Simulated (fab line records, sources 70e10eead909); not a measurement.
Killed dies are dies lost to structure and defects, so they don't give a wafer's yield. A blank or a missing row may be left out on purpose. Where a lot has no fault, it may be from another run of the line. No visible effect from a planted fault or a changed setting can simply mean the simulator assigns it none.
A lot that was struck, set against a sound lot ; flow nand harc ; 21 out of 1302 route steps
Sound: the wafers L200.2, L200.5, L200.6. Struck: wafers L210.1, L210.4, L210.6. The cause comes at the end.
Each step with rows lists, per side, the tool, then ch with its chambers, then its first start. Under that, the readings that differ: sound wafers ; struck wafers ; difference of the means ; sigmas: that difference in standard deviations of wafers without a fault.
alike: a reading whose means differ by less than 2 such deviations, as well as words and numbers matching on both sides. not compared: withheld readings; readings where some wafer has no value; bounds like >300 that might hide an equal value; numbers whose values overlap and for which the record gives no deviation.
A row with sigmas, a row that says differs or no value, or rows on one side alone: a step with any of these is where the two part. Non-overlapping numbers with no deviation appear without sigmas and do not part them. A reading that every wafer of one side lacks parts them only if that side has two wafers or more.

NHARC_P_CONTACT_CMP_24: polishes, t overpolish 30 s, target thk 200 nm.
  sound on cmp-03 ch 0,3, day 6 17:32; struck on cmp-03 ch 0,2, day 11 02:10
  alike: motor current A, overpolish run s, time to endpoint s
then, 1 step without rows for these wafers: NHARC_P_CONTACT_SRD_26.
NHARC_P_CONTACT_INSPECT_27:
  sound: defect inspect-02 at day 6 17:55; struck: defect inspect-01 at day 11 02:34
  alike: raw defect count
then, 8 steps without rows for these wafers: NHARC_P_M0_DEP_00 (deposits SiOC, target thk 150 nm); NHARC_P_M0_DEHYDRATE_01 (time 120 s); NHARC_P_M0_HMDS_02 (time 30 s); NHARC_P_M0_COAT_33 (time 65 s); NHARC_P_M0_COAT_03 (resist thk 90 nm); NHARC_P_M0_SOFTBAKE_04 (time 55 s); NHARC_P_M0_EBR_05; NHARC_P_M0_EXPOSE_06 (exposes mask P M0, target cd 90 nm).
NHARC_P_M0_PEB_07: peb time 65 s.
  sound on litho track-01 ch 0, day 6 18:37; struck on litho track-06 ch 0, day 11 03:16
reading;sound;struck;difference;sigmas
heater power total W (W);156.7 156.1 156.3;161.4 161.9 161.1;+5.1;+12
then, 1 step without rows for these wafers: NHARC_P_M0_DEVELOP_08 (develop time 35 s).
NHARC_P_M0_CD_MEAS_09: target cd 90 nm.
  sound on cd sem-03 ch 0, day 6 18:41; struck on cd sem-02 ch 0, day 11 03:21
reading;sound;struck;difference;sigmas
cd nm (nm);90.8 91.6 91.4;88.2 88.5 87.4;-3.2;-4
NHARC_P_M0_OVL_MEAS_10: pitch 180 nm.
  sound: overlay-02 at day 6 18:47; struck: overlay-02 at day 11 03:26
  alike: overlay x nm, overlay y nm
NHARC_P_M0_INSPECT_11:
  sound: defect inspect-02 at day 6 18:49; struck: defect inspect-01 at day 11 03:28
  alike: raw defect count
NHARC_P_M0_DESCUM_14: chemistry O2, time 3 s.
  sound on rie diel-07 ch 2,3, day 6 18:52; struck on rie diel-07 ch 0,2, day 11 03:32
reading;sound;struck;difference;sigmas
model.P_M0.cd nm (nm);90.19 91.29 91.67;88.73 87.67 86.53;-3.41;
  alike: drypump motor current A, oes product au, rf vpp V, showerhead plenum p Torr, throttle valve pct
  not compared: rf hours counter h
NHARC_P_M0_ETCH_34: etches the open film in N2/H2, target depth 40 nm, overetch 12 nm, time 43.94 s.
  sound on rie diel-07 ch 2,3, day 6 18:58; struck on rie diel-07 ch 0,1,2, day 11 03:37
  alike: drypump motor current A, oes product au, rf vpp V, showerhead plenum p Torr, throttle valve pct
  not compared: rf hours counter h
NHARC_P_M0_ETCH_15: etches the open film in C4F8/Ar, target depth 150 nm, overetch 15 nm, time 82.5 s.
  sound on rie diel-07 ch 1,2; struck on rie diel-07 ch 0,1,2
reading;sound;struck;difference;sigmas
model.P_M0.cd nm (nm);89.67 90.66 91.84;87.92 87.06 86.38;-3.60;
  alike: oes product au, rf vpp V
  not compared: rf hours counter h
NHARC_P_M0_CD_MEAS_16:
  sound: cd sem-02 at day 6 19:10; struck: cd sem-01 at day 11 03:50
reading;sound;struck;difference;sigmas
cd nm (nm);89.5 90.8 91.7;87.9 87.3 86.4;-3.5;-3
-- jump in the record: it breaks off in module P_M0 and resumes in module END (first step shown: number 1302 of the route), and 19 days separate the struck wafers' starts before and after --
NHARC_END_SORT_01:
  sound on prober-01 ch 0, day 25 19:20; struck on prober-02 ch 0, day 30 08:00
  alike: defect limited yield, killed at array, killed at other, killed at periphery, killed dies, killed open, killed short

## WHERE THEY PART
Last at NHARC_P_M0_CD_MEAS_16 as far as this record goes, first at NHARC_P_M0_PEB_07. Later steps at which nothing parts them and some readings are alike: NHARC_END_SORT_01.

WHY: what the simulator had put in
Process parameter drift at NHARC_P_M0_PEB_07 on litho track-06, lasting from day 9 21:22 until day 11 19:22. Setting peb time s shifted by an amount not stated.
